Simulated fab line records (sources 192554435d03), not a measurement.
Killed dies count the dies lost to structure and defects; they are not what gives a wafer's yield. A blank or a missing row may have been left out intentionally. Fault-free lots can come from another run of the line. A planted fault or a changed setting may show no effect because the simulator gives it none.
A lot that was struck, set against a sound lot :: flow n5 finfet :: 16 steps out of a route of 1938
Sound: wafers L278.2, L278.3, L278.4. Struck: wafer L290.2. (L290.6 of the same lot was not struck and is left out.) The cause comes at the end.
Per side, at each step with rows, come the tool, then ch with its chambers, and then its first start. Under that, the readings that differ: sound wafers :: struck wafers :: difference of the means :: sigmas: that difference in standard deviations of wafers without a fault.
alike: readings with means less than 2 such deviations apart, plus words and numbers identical on both sides. not compared: withheld readings, readings lacking a value on some wafer, bounds such as >300 that could conceal the same value, and numbers that have no deviation in the record and whose values overlap.
The two part at a step that has a row with sigmas, a row that says differs or no value, or rows on one side only. Numbers that have no deviation but don't overlap get no sigmas and don't part them. Lack of a reading on every wafer of one side parts them only where that side has two or more wafers.

N5_BEOL_M1_DESCUM_16: chemistry O2, time 7 s.
  sound on rie diel-02 ch 0,3, day 6 00:44; struck on rie diel-04 ch 3, day 9 16:35
  alike: drypump motor current A, oes product au, rf vpp V, showerhead plenum p Torr, throttle valve pct
  not compared: rf hours counter h
then, 1 step without rows for these wafers: N5_BEOL_M1_ETCH_74 (etches underlayer in N2/H2, target depth 6.5 nm, time 5.2 s).
N5_BEOL_M1_ETCH_63: etches SiARC in CF4, target depth 15.6 nm, time 26 s.
  sound on rie diel-02 ch 0,3, day 6 00:47; struck on rie diel-04 ch 3, day 9 16:38
  alike: drypump motor current A, etch rf on time s, oes product au, rf vpp V, showerhead plenum p Torr, throttle valve pct
  not compared: rf hours counter h
then, 3 steps without rows for these wafers: N5_BEOL_M1_ETCH_64 (etches SOC in N2/H2, target depth 75 nm, overetch 15 nm, time 112.5 s); N5_BEOL_M1_STRIP_65 (strips in N2/H2); N5_BEOL_M1_STRIP_75 (strips in N2/H2).
N5_BEOL_M1_STRIP_66: strips in CF4.
  sound on rie diel-02 ch 0,3, day 6 00:56; struck on rie diel-04 ch 3, day 9 16:48
  alike: drypump motor current A, oes product au, rf vpp V, showerhead plenum p Torr, throttle valve pct
  not compared: rf hours counter h
N5_BEOL_M1_HM_OPEN_17: chemistry Cl2/BCl3, target TiN, target depth 20 nm, overetch 6 nm.
  sound on rie metal-02 ch 0,1, day 6 00:59; struck on rie metal-01 ch 1, day 9 16:50
  alike: drypump motor current A, oes_ar_750_au, oes product au, throttle valve pct
  not compared: rf hours counter h
N5_BEOL_M1_STRIP_19: strips in O2.
  sound on rie diel-02 ch 0,1,3, day 6 01:06; struck on rie diel-02 ch 3, day 9 16:57
  alike: drypump motor current A, oes product au, rf vpp V, showerhead plenum p Torr, throttle valve pct
  not compared: rf hours counter h
N5_BEOL_M1_CD_MEAS_18: pitch 36 nm, target cd 18 nm.
  struck on cd sem-03, day 9 17:01; sound on cd sem-02, day 6 01:10
  alike: cd nm
then, 2 steps without rows for these wafers: N5_BEOL_M1_COAT_67 (time 60 s, resist thk 60 nm); N5_BEOL_M1_COAT_68 (time 60 s, resist thk 12 nm).
N5_BEOL_M1_COAT_76: time 60 s, resist thk 5 nm.
  sound on litho track-02 ch 0, day 6 01:13; struck on litho track-02 ch 0, day 9 17:04
reading: run length s (s)
sound: 66.03 66.09 66.04
struck: 69.31
difference: +3.26
sigmas: +25
  alike: dispense pressure kPa
then, 1 step without rows for these wafers: N5_BEOL_M1_COAT_22 (resist thk 30 nm).
N5_BEOL_M4_RC_MEAS_101:
  sound on prober-02 ch 0, day 7 19:30; struck on prober-02 ch 0, day 11 13:23
  alike: DIBL_N, DIBL_P, IOFF_N, IOFF_P, ION_N, ION_P, SS_N, SS_P, VT_N, VT_P
next, for these wafers, 1 step has no rows: N5_PASSIVATION_PROBE_49.

## WHERE THEY PART
Within this record, at N5_BEOL_M1_COAT_76 only. Later steps at which nothing parts them and some readings are alike: N5_BEOL_M4_RC_MEAS_101.

WHY: whatever the simulator had introduced
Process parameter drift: litho track-02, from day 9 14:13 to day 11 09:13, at N5_BEOL_M1_COAT_76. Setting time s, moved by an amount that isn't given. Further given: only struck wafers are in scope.
